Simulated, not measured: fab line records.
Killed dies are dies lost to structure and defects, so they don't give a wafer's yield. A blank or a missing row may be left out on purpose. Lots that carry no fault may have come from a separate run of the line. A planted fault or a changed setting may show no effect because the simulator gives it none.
Comparing a struck lot with a sound one | flow n5Finfet | 14 out of 1938 route steps
Sound: the wafers L746.3, L746.4, L746.6. Wafers L752.2, L752.3, L752.4 were the ones struck. The cause is given at the end.
Per side, at each step with rows, come the tool, then ch with its chambers, and then its first start. Under that, the readings that differ: sound wafers | struck wafers | difference of the means | sigmas: that difference in standard deviations of wafers without a fault.
alike: readings whose means differ by less than 2 such deviations, and words and numbers that are the same on both sides. not compared: withheld readings, readings that some wafer has no value for, bounds like >300 that may hide the same value, and numbers for which the record gives no deviation and whose values overlap.
Wherever a step has rows on one side only, a row that says differs or no value, or a row with sigmas, the two part there. When numbers do not overlap yet have no deviation, they are printed without sigmas and do not part them. A reading missing from all wafers of one side parts the sides only when that side holds two or more wafers.

N5_BEOL_M12_VIA_ETCH_16: etches SiOC in C4F8/O2/Ar, target depth 724.8 nm.
  sound on rieDiel-04 ch 1,3, day 14 03:43; struck on rieDiel-02 ch 0,1,3, day 15 02:02
  alike: biasW, drypumpMotorCurrentA, oesProductAu, rfVppV, showerheadPlenumPTorr, throttleValvePct
N5_BEOL_M12_STRIP_63: strips in N2/H2.
  sound on plasmaAsher-01 ch 0,1, day 14 03:56; struck on plasmaAsher-01 ch 0,1, day 15 02:14
  alike: drypumpMotorCurrentA, h2FlowSccm, heaterPowerW, oesProductAu, stripTimeToEndpointS
  not compared: rfHoursCounterH
N5_BEOL_M12_STRIP_64: strips in N2/H2.
  sound on plasmaAsher-01 ch 0,1, day 14 03:59; struck on plasmaAsher-01 ch 0,1, day 15 02:17
  alike: drypumpMotorCurrentA, h2FlowSccm, heaterPowerW, oesProductAu, stripTimeToEndpointS
  not compared: rfHoursCounterH
then, 2 steps without rows for these wafers: N5_BEOL_M12_STRIP_71 (strips in post etch residue remover, time 60 s); N5_BEOL_M12_SRD_72 (time 30 s, dry time 30 s).
N5_BEOL_M12_CD_MEAS_17 targets a cd of 140 nm.
  sound on cdSem-03 at day 14 04:07; struck on cdSem-02 at day 15 02:26
  alike: cdNm
then, 6 steps without rows for these wafers: N5_BEOL_M12_COAT_65 (time 60 s, resist thk 300 nm); N5_BEOL_M12_COAT_66 (time 60 s, resist thk 110 nm); N5_BEOL_M12_COAT_22 (resist thk 300 nm); N5_BEOL_M12_EBR_24; N5_BEOL_M12_SOFTBAKE_23 (time 60 s); N5_BEOL_M12_EXPOSE_25 (exposes mask M12).
N5_BEOL_M12_PEB_26: peb time 90 s.
  sound on lithoTrack-02 ch 0, day 14 04:20; struck on lithoTrack-05, day 15 02:39
  no value came back on the struck wafers for chillPlateTempC (C), exhaustPa (Pa); on the sound wafers chillPlateTempC (C) reads 23.10 22.99 23.05
then, 1 step without rows for these wafers: N5_BEOL_M12_DEVELOP_27 (develop time 45 s).

== WHERE THEY PART ==
Only at N5_BEOL_M12_PEB_26, as far as this record shows.

WHY: what the simulator had put in
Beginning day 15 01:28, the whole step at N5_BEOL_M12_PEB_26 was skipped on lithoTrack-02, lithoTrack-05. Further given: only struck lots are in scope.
